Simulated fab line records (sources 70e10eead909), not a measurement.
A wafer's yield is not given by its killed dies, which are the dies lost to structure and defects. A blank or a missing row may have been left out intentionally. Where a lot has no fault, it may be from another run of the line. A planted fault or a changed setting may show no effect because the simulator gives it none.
Which tool is to blame? ; flow nand harc ; Sampling: 24 lots, 72 wafers, 6 of 1302 route steps

WHAT THE GAUGES SHOWED, per wafer
NHARC_A_CHANNEL_HOLE_D1_INSPECT_12.
lot;measured;on;raw defect count
L075;day 8 11:36;defect inspect-02;3 7 10
L074;day 8 13:07;defect inspect-01;8 7 6
L077;day 9 17:29;defect inspect-01;4 5 2
L076;day 9 17:47;defect inspect-01;5 3 4
L078;day 10 04:21;defect inspect-01;5 0 8
L079;day 10 14:49;defect inspect-01;3 6 7
L080;day 10 21:12;defect inspect-02;6 7 6
L081;day 11 17:10;defect inspect-02;4 3 1
L082;day 11 17:43;defect inspect-02;3 8 7
L083;day 12 11:05;defect inspect-02;3 8 8
L084;day 12 16:38;defect inspect-02;6 8 4
L085;day 12 22:55;defect inspect-02;1 3 5
L086;day 13 08:28;defect inspect-01;5 6 6
L087;day 14 00:58;defect inspect-02;6 1 5
L088;day 14 09:42;defect inspect-01;2 6 2
L089;day 15 01:29;defect inspect-02;3 4 0
L091;day 15 11:44;defect inspect-01;5 8 14
L090;day 15 11:53;defect inspect-02;2 3 4
L092;day 15 21:14;defect inspect-01;5 3 5
L093;day 16 06:48;defect inspect-01;4 5 6
L094;day 16 19:03;defect inspect-02;2 1 6
L095;day 17 11:55;defect inspect-01;8 6 8
L097;day 17 19:31;defect inspect-01;6 10 8
L096;day 17 19:54;defect inspect-01;11 4 12

NHARC_A_CHANNEL_HOLE_D1_CD_MEAS_18.
lot;measured;on;cd nm (nm)
L075;day 8 12:46;cd sem-02;98.6 98.5 99.6
L074;day 8 14:17;cd sem-02;100.7 98.7 100.5
L077;day 9 19:07;cd sem-02;99.1 100.5 101.9
L076;day 9 23:23;cd sem-02;97.0 100.1 98.8
L078;day 10 05:31;cd sem-01;98.0 96.3 98.8
L079;day 10 15:59;cd sem-03;99.6 100.6 100.8
L080;day 11 01:10;cd sem-03;100.2 102.8 99.5
L081;day 11 18:23;cd sem-03;101.5 97.9 99.3
L082;day 11 19:25;cd sem-03;101.2 98.9 98.8
L083;day 12 12:14;cd sem-03;100.2 100.0 101.7
L084;day 12 17:52;cd sem-02;102.1 97.4 98.9
L085;day 13 00:13;cd sem-01;101.2 102.5 98.4
L086;day 13 09:50;cd sem-03;101.1 100.2 98.7
L087;day 14 02:07;cd sem-01;99.9 100.7 100.8
L088;day 14 10:52;cd sem-01;100.3 99.8 101.0
L089;day 15 03:02;cd sem-01;101.3 97.8 99.4
L091;day 15 13:03;cd sem-01;100.6 98.5 97.2
L090;day 15 13:30;cd sem-01;97.9 98.4 97.3
L092;day 15 22:25;cd sem-02;98.9 99.5 99.5
L093;day 16 07:58;cd sem-01;99.7 101.7 96.5
L094;day 16 20:13;cd sem-03;99.3 98.6 99.8
L095;day 17 13:05;cd sem-03;101.5 98.9 99.9
L097;day 17 20:41;cd sem-03;97.8 98.2 96.9
L096;day 17 21:05;cd sem-02;100.4 99.2 100.1

NHARC_A_ONON_D2_INSPECT_32.
lot;measured;on;raw defect count
L075;day 13 05:49;defect inspect-01;216 282 148
L074;day 13 05:31;defect inspect-01;507 233 527
L077;day 14 04:13;defect inspect-02;299 358 370
L076;day 14 04:11;defect inspect-02;324 232 492
L078;day 14 11:16;defect inspect-01;208 302 294
L079;day 15 01:04;defect inspect-01;703 343 451
L080;day 15 11:33;defect inspect-01;250 660 381
L081;day 15 23:08;defect inspect-01;310 456 460
L082;day 16 07:17;defect inspect-02;411 532 438
L083;day 16 20:09;defect inspect-02;376 446 436
L084;day 17 09:54;defect inspect-02;438 225 530
L085;day 17 09:58;defect inspect-01;461 634 580
L086;day 17 18:08;defect inspect-01;734 380 464
L087;day 18 11:01;defect inspect-01;405 410 270
L088;day 19 05:42;defect inspect-01;427 641 316
L089;day 19 17:27;defect inspect-01;438 304 345
L091;day 19 17:17;defect inspect-01;364 296 182
L090;day 19 17:17;defect inspect-02;296 283 413
L092;day 20 08:18;defect inspect-01;607 514 358
L093;day 20 22:10;defect inspect-01;172 209 372
L094;day 21 15:05;defect inspect-01;485 275 518
L095;day 21 22:06;defect inspect-02;532 433 502
L097;day 22 02:16;defect inspect-02;235 381 396
L096;day 22 02:24;defect inspect-02;316 327 568

TOOL THAT RAN EACH LOT (tool first, then ch and the chambers of the sampled wafers, then the start)
lot;NHARC_A_CHANNEL_HOLE_D1_ETCH_44;NHARC_A_CHANNEL_FILL_D1_STRIP_28;NHARC_A_CHANNEL_FILL_D1_ALD_25
L075;rie diel-11 ch 1,2,3, day 8 18:44;rie diel-07 ch 0,1,3, day 9 23:51;ald hk-02 ch 0,1,2, day 10 11:31
L074;rie diel-11 ch 0,2, day 8 21:46;rie diel-01 ch 0,1,3, day 9 23:51;ald hk-01 ch 0,2,3, day 10 13:21
L077;rie diel-12 ch 0,1,2, day 10 02:08;rie diel-07 ch 0,2,3, day 11 05:20;ald hk-03 ch 0,1, day 11 17:06
L076;rie diel-03 ch 0,1,2, day 10 04:11;rie diel-02 ch 0,3, day 11 05:22;ald hk-01 ch 0,2,3, day 11 17:06
L078;rie diel-12 ch 0,1,2, day 10 10:18;rie diel-01 ch 1,2,3, day 11 12:02;ald hk-01 ch 0,1,2, day 12 01:13
L079;rie diel-11 ch 0,1,3, day 10 20:49;rie diel-01 ch 0,1, day 11 22:16;ald hk-03 ch 1,2,3, day 12 11:51
L080;rie diel-11 ch 1,2,3, day 11 06:01;rie diel-01 ch 0,2, day 12 08:53;ald hk-01 ch 0,1, day 12 20:42
L081;rie diel-12 ch 0,1,3, day 11 23:14;rie diel-02 ch 2,3, day 13 00:38;ald hk-02 ch 1,2,3, day 13 12:23
L082;rie diel-03 ch 1,2,3, day 12 04:22;rie diel-02 ch 0,3, day 13 05:58;ald hk-02 ch 1,2,3, day 13 20:38
L083;rie diel-11 ch 1,3, day 12 17:13;rie diel-07 ch 0,3, day 13 19:34;ald hk-01 ch 1,2, day 14 07:20
L084;rie diel-11 ch 0,1, day 12 22:41;rie diel-01 ch 0,3, day 14 05:08;ald hk-01 ch 0,1, day 14 19:49
L085;rie diel-11 ch 1,2, day 13 05:08;rie diel-07 ch 2,3, day 14 05:08;ald hk-02 ch 0,1, day 14 20:47
L086;rie diel-03 ch 0,1, day 13 14:37;rie diel-07 ch 0,1,3, day 14 16:41;ald hk-01 ch 0,3, day 15 05:36
L087;rie diel-11 ch 0,2,3, day 14 06:56;rie diel-01 ch 0,1, day 15 11:46;ald hk-03 ch 1,2, day 16 00:19
L088;rie diel-11 ch 0,2,3, day 14 17:17;rie diel-07 ch 1,2,3, day 15 19:40;ald hk-03 ch 0,1,2, day 16 09:25
L089;rie diel-03 ch 1,2, day 15 13:14;rie diel-07 ch 0,1,3, day 16 15:59;ald hk-02 ch 0,1,2, day 17 05:31
L091;rie diel-11 ch 0,1, day 15 17:51;rie diel-07 ch 2,3, day 16 20:31;ald hk-01 ch 0,2, day 17 10:19
L090;rie diel-03 ch 0,3, day 15 21:35;rie diel-02 ch 1,3, day 17 00:52;ald hk-02 ch 0,1,2, day 17 09:41
L092;rie diel-11 ch 0,1,2, day 16 06:00;rie diel-07 ch 1,2,3, day 17 07:40;ald hk-01 ch 1,2, day 17 20:05
L093;rie diel-11 ch 1,2, day 16 12:44;rie diel-01 ch 0,1,2, day 17 17:05;ald hk-03 ch 0,1, day 18 05:02
L094;rie diel-11 ch 0,1,2, day 17 01:02;rie diel-01 ch 1,2,3, day 18 02:29;ald hk-02 ch 1,3, day 18 16:11
L095;rie diel-11 ch 0,1,3, day 17 18:34;rie diel-07 ch 1,3, day 18 21:31;ald hk-02 ch 0,1, day 19 09:44
L097;rie diel-11 ch 0,2, day 18 01:30;rie diel-02 ch 1,3, day 19 04:02;ald hk-01 ch 1,3, day 19 16:30
L096;rie diel-12 ch 0,2, day 18 02:58;rie diel-01 ch 1,2, day 19 04:04;ald hk-02 ch 0,1, day 19 15:53
- NHARC_A_CHANNEL_HOLE_D1_ETCH_44: etches the open film in CF4/O2, target depth 140 nm, overetch 14 nm, time 77 s.
- NHARC_A_CHANNEL_FILL_D1_STRIP_28: strips in O2, time 20 s.
- NHARC_A_CHANNEL_FILL_D1_ALD_25: deposits SiOx, target thk 60 nm, pulse time 10 s, ald cycles 600.

AS READ BY THE TOOLS THEMSELVES (means over the sampled wafers that have a number; for cases with no such wafer, the mark the record gives instead)
NHARC_A_CHANNEL_HOLE_D1_ETCH_44.
lot;tool;drypump motor current A (A);oes product au (a.u.);rf fwd power W (W);rf vpp V (V);showerhead plenum p Torr (Torr);throttle valve pct (%)
L075;rie diel-11;5.7;1.005;298.5;198.3;1.39;13.401
L074;rie diel-11;6.1;0.998;297.8;198.4;1.36;13.395
L077;rie diel-12;6.2;1.004;298.1;197.1;1.29;13.391
L076;rie diel-03;5.4;0.998;297.3;196.8;1.30;13.398
L078;rie diel-12;6.2;1.004;297.8;197.4;1.29;13.395
L079;rie diel-11;5.7;1.002;298.3;198.8;1.33;13.395
L080;rie diel-11;5.7;1.003;298.7;198.1;1.39;13.398
L081;rie diel-12;6.1;1.004;298.4;195.5;1.26;13.398
L082;rie diel-03;5.5;0.995;297.4;198.7;1.37;13.401
L083;rie diel-11;5.5;0.996;298.7;198.8;1.37;13.386
L084;rie diel-11;5.8;1.004;297.3;197.6;1.34;13.405
L085;rie diel-11;5.9;0.996;298.6;199.5;1.40;13.391
L086;rie diel-03;5.5;0.998;297.9;199.2;1.41;13.402
L087;rie diel-11;5.9;0.997;298.1;197.5;1.34;13.389
L088;rie diel-11;5.9;0.997;298.0;197.8;1.34;13.397
L089;rie diel-03;5.1;1.000;298.7;198.9;1.40;13.394
L091;rie diel-11;5.8;0.994;297.0;198.6;1.33;13.392
L090;rie diel-03;6.1;0.997;297.5;197.5;1.34;13.392
L092;rie diel-11;5.9;0.996;297.5;197.9;1.34;13.405
L093;rie diel-11;5.8;1.004;297.6;198.6;1.39;13.407
L094;rie diel-11;5.9;1.002;298.1;198.3;1.34;13.401
L095;rie diel-11;5.7;0.993;297.7;197.1;1.33;13.393
L097;rie diel-11;6.1;0.990;298.4;197.7;1.35;13.395
L096;rie diel-12;6.2;1.009;298.7;196.1;1.30;13.405

NHARC_A_CHANNEL_FILL_D1_STRIP_28.
lot;tool;drypump motor current A (A);oes product au (a.u.);rf vpp V (V);showerhead plenum p Torr (Torr);throttle valve pct (%)
L075;rie diel-07;5.8;1.005;58.4;3.60;17.033
L074;rie diel-01;5.8;1.003;59.4;3.58;17.037
L077;rie diel-07;5.5;1.004;57.2;3.69;17.038
L076;rie diel-02;5.8;0.995;58.3;3.71;17.040
L078;rie diel-01;5.9;1.002;57.3;3.58;17.032
L079;rie diel-01;5.8;1.010;57.9;3.53;17.035
L080;rie diel-01;5.8;1.016;58.6;3.52;17.035
L081;rie diel-02;6.1;0.999;57.6;3.66;17.043
L082;rie diel-02;5.8;0.999;57.8;3.70;17.043
L083;rie diel-07;5.1;0.999;59.1;3.74;17.031
L084;rie diel-01;5.5;1.012;58.2;3.61;17.035
L085;rie diel-07;6.1;0.987;57.7;3.64;17.037
L086;rie diel-07;5.8;1.003;58.5;3.60;17.035
L087;rie diel-01;5.9;1.003;57.6;3.52;17.043
L088;rie diel-07;6.1;1.003;58.0;3.54;17.034
L089;rie diel-07;5.8;0.997;57.4;3.59;17.031
L091;rie diel-07;6.1;0.999;57.7;3.63;17.038
L090;rie diel-02;5.6;0.999;58.0;3.51;17.035
L092;rie diel-07;6.1;0.995;57.1;3.54;17.044
L093;rie diel-01;6.0;1.006;58.3;3.53;17.038
L094;rie diel-01;6.0;1.010;57.5;3.58;17.043
L095;rie diel-07;6.4;1.002;57.7;3.55;17.044
L097;rie diel-02;5.7;1.005;58.1;3.60;17.044
L096;rie diel-01;6.1;1.003;57.3;3.53;17.041

NHARC_A_CHANNEL_FILL_D1_ALD_25.
lot;tool;heater power w (W);precursor pulse height rel;susceptor temp C (C)
L075;ald hk-02;498;0.997;299.98
L074;ald hk-01;434;1.006;300.02
L077;ald hk-03;502;0.992;300.05
L076;ald hk-01;439;1.001;299.97
L078;ald hk-01;469;0.997;300.14
L079;ald hk-03;495;1.000;300.13
L080;ald hk-01;458;1.004;299.90
L081;ald hk-02;550;0.976;299.99
L082;ald hk-02;544;0.992;299.93
L083;ald hk-01;491;0.986;299.80
L084;ald hk-01;487;1.017;300.06
L085;ald hk-02;530;1.017;299.75
L086;ald hk-01;398;0.986;300.06
L087;ald hk-03;469;0.981;300.03
L088;ald hk-03;488;1.008;300.08
L089;ald hk-02;511;1.003;300.03
L091;ald hk-01;466;1.010;299.81
L090;ald hk-02;513;0.999;300.02
L092;ald hk-01;494;1.007;300.21
L093;ald hk-03;495;1.001;299.91
L094;ald hk-02;582;1.020;299.71
L095;ald hk-02;536;1.021;299.79
L097;ald hk-01;470;0.996;299.73
L096;ald hk-02;536;1.013;299.92

THE ANSWER, worked out from the rows above alone
Rule: the lots themselves supply what counts as usual. The widest of any qualifying gaps counts: lots, ordered by their means at a reading, are off when they make up no more than a third of the lots, leave a main group of 4 or more, and stand apart from it by 3 or more times the standard deviation of that group's means. A main group is skipped when, at the precision printed for the reading in the tables above, its means are all equal. A lot without any number at a reading at which 4 lots or more have one is off too. Where the step has rows for the other lots, those lots are counted as sound. The gauges are gone through in route order, then the tools' own readings, and for those a lot's mean is taken as printed above. The first step at which some lot is off is used, and at that step the reading that is off furthest; a lot without a number counts as furthest.
Across all readings shown, no lot is off: no conclusion can be drawn from this.

WHAT WAS PUT IN BY THE SIMULATOR
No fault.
